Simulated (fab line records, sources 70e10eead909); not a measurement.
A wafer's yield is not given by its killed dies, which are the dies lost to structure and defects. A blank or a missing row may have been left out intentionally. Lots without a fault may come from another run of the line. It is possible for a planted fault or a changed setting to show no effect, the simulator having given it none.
Matching of chambers	flow nand_harc	NHARC_P_M0_DESCUM_14 on rie_diel-03 has 4 sister chambers
The step chemistry O2, time 3 s. 4 wafers are shown with their chamber, then 12 later ones without.

## WAFERS WITH THEIR CHAMBER
wafer	chamber	showerhead_plenum_p_Torr (Torr)
L087.5	3	2.02
L091.1	0	1.81
L091.2	1	2.03
L091.5	2	1.80

## WAFERS WITHOUT THEIR CHAMBER
wafer	showerhead_plenum_p_Torr (Torr)
L092.1	1.80
L092.2	1.80
L092.4	2.03
L093.1	2.02
L093.5	2.02
L093.6	1.80
L094.1	1.80
L094.4	1.80
L094.6	2.03
L097.1	1.79
L097.2	1.80
L097.4	1.80

## EACH ONE'S CHAMBER
wafer	from the rows above	in truth
L092.1	2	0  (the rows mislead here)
L092.2	2	2
L092.4	1	1
L093.1	3	3
L093.5	3	3
L093.6	2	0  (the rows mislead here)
L094.1	2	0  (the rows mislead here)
L094.4	2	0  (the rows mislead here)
L094.6	1	1
L097.1	2	2
L097.2	2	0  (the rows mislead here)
L097.4	2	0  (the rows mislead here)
Correct placement for 6 of the 12. Number that these rows cannot place: 0. 6 placed wrongly.
How it was worked out, from the rows above alone: a wafer's distance from a chamber is the root of the sum, over the readings, of the square of ((its reading less the chamber's mean) divided by the reading's scatter). The wafer belongs to the nearest chamber; if the next one is less than 2 further off, it can't be placed. A chamber's mean is the mean of its shown wafers. The scatter: root of mean squared gap, hidden wafer to nearest shown wafer, with one shown wafer a chamber.
